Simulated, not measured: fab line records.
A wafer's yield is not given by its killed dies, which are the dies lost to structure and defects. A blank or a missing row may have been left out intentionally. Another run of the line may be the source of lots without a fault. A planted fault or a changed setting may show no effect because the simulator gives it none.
Comparing a struck lot with a sound one | flow nand-harc | 17 steps out of a route of 1159
Sound: the wafers L157.3, L157.4, L157.5. Struck: wafer L158.5; the same lot's L158.2 was not struck, so it is left out; see the end for the cause.
For every step that has rows: the tool of each side, followed by ch and its chambers, followed by its first start. Under that, the readings that differ: sound wafers | struck wafers | difference of the means | sigmas: that difference in standard deviations of wafers without a fault.
alike: words and numbers the same on both sides, and readings whose means are apart by under 2 such deviations; not compared: readings that were withheld, readings missing a value for some wafer, numbers with overlapping values and no deviation given by the record, and bounds like >300 which may hide the same value.
The two part at a step that has a row with sigmas, a row that says differs or no value, or rows on one side only. Numbers that have no deviation but don't overlap get no sigmas and don't part them. A reading missing from all wafers of one side parts the sides only when that side holds two or more wafers.

NHARC_A_SGD_CUT_CD_MEAS_09 targets a cd of 100 nm.
  sound on cd-sem-03 ch 0, day 14 11:52; struck on cd-sem-01 ch 0, day 15 21:57
  alike: cd-nm
NHARC_A_SGD_CUT_OVL_MEAS_10:
  sound on overlay-02 at day 14 11:57; struck on overlay-01 at day 15 22:02
  alike: overlay-x-nm, overlay-y-nm
NHARC_A_SGD_CUT_INSPECT_11:
  sound on defect-inspect-02 at day 14 11:59; struck on defect-inspect-01 at day 15 22:04
  reading          | sound  | struck | difference | sigmas
  raw-defect-count | 10 6 7 | 38     | +30        | +3
NHARC_A_SGD_CUT_DESCUM_14: chemistry O2, time 3 s.
  sound on rie-diel-11 ch 1,2, day 14 12:04; struck on rie-diel-11 ch 3, day 15 22:09
  alike: drypump-motor-current-A, mfc-ar-sccm, oes-product-au, rf-vpp-V, showerhead-plenum-p-Torr, throttle-valve-pct
  not compared: rf-hours-counter-h
NHARC_A_SGD_CUT_ETCH_58: etches the open film in CF4, target depth 39 nm, time 65 s.
  sound on rie-diel-11 ch 0,1,3, day 14 12:08; struck on rie-diel-11 ch 0, day 15 22:14
  alike: drypump-motor-current-A, mfc-ar-sccm, oes-product-au, rf-vpp-V, showerhead-plenum-p-Torr, throttle-valve-pct
  not compared: rf-hours-counter-h
then, 2 steps without rows for these wafers: NHARC_A_SGD_CUT_ETCH_59 (etches the open film in N2/H2, target depth 260 nm, time 406.25 s); NHARC_A_SGD_CUT_ETCH_15 (etches the open film in CH3F/O2, target depth 75 nm, time 64.3 s).
NHARC_A_SGD_CUT_ETCH_16: etches the open film in C4F8/O2/Ar, target depth 310.5 nm, time 155.2 s.
  sound on rie-diel-11 ch 1,2,3; struck on rie-diel-11 ch 2
  alike: oes-product-au, rf-vpp-V
  not compared: rf-hours-counter-h
then, 1 step without rows for these wafers: NHARC_A_SGD_CUT_STRIP_60 (strips in C4F8/O2/Ar).
NHARC_A_SGD_CUT_STRIP_17: strips in O2.
  sound on rie-diel-11 ch 0,1,2; struck on rie-diel-11 ch 2
  alike: drypump-motor-current-A, mfc-ar-sccm, oes-product-au, rf-vpp-V, showerhead-plenum-p-Torr, throttle-valve-pct
  not compared: rf-hours-counter-h
then, 2 steps without rows for these wafers: NHARC_A_SGD_CUT_PRECLEAN_18 (cleans in SC1); NHARC_A_SGD_CUT_SRD_19.
NHARC_A_SGD_CUT_DEP_20: deposits SiO2, target thk 150 nm.
  sound on fcvd-02 ch 0,1, day 14 13:13; struck on fcvd-02 ch 0, day 15 23:30
then, 1 step without rows for these wafers: NHARC_A_SGD_CUT_ANNEAL_27 (time 1800 s).
NHARC_A_SGD_CUT_CMP_21: polishes, target thk 148.19 nm.
  sound on cmp-04 ch 0,1, day 14 17:22; struck on cmp-01 ch 2, day 16 04:56
  alike: motor-current-A, slurry-flow-ml-min, time-to-endpoint-s
NHARC_A_SGD_CUT_THK_MEAS_22: measures by ellipsometry.
  sound on film-metro-01 at day 14 17:37; struck on film-metro-01 at day 16 05:07
  reading     | sound             | struck | difference | sigmas
  thk-nm (nm) | 149.9 149.5 149.0 | 130.1  | -19.4      | -15
after that, 1 step had no rows for these wafers: NHARC_A_SGD_CUT_SRD_23.

## WHERE THEY PART
Earliest at NHARC_A_SGD_CUT_INSPECT_11; latest, in this record, at NHARC_A_SGD_CUT_THK_MEAS_22.

WHY: whatever the simulator had introduced
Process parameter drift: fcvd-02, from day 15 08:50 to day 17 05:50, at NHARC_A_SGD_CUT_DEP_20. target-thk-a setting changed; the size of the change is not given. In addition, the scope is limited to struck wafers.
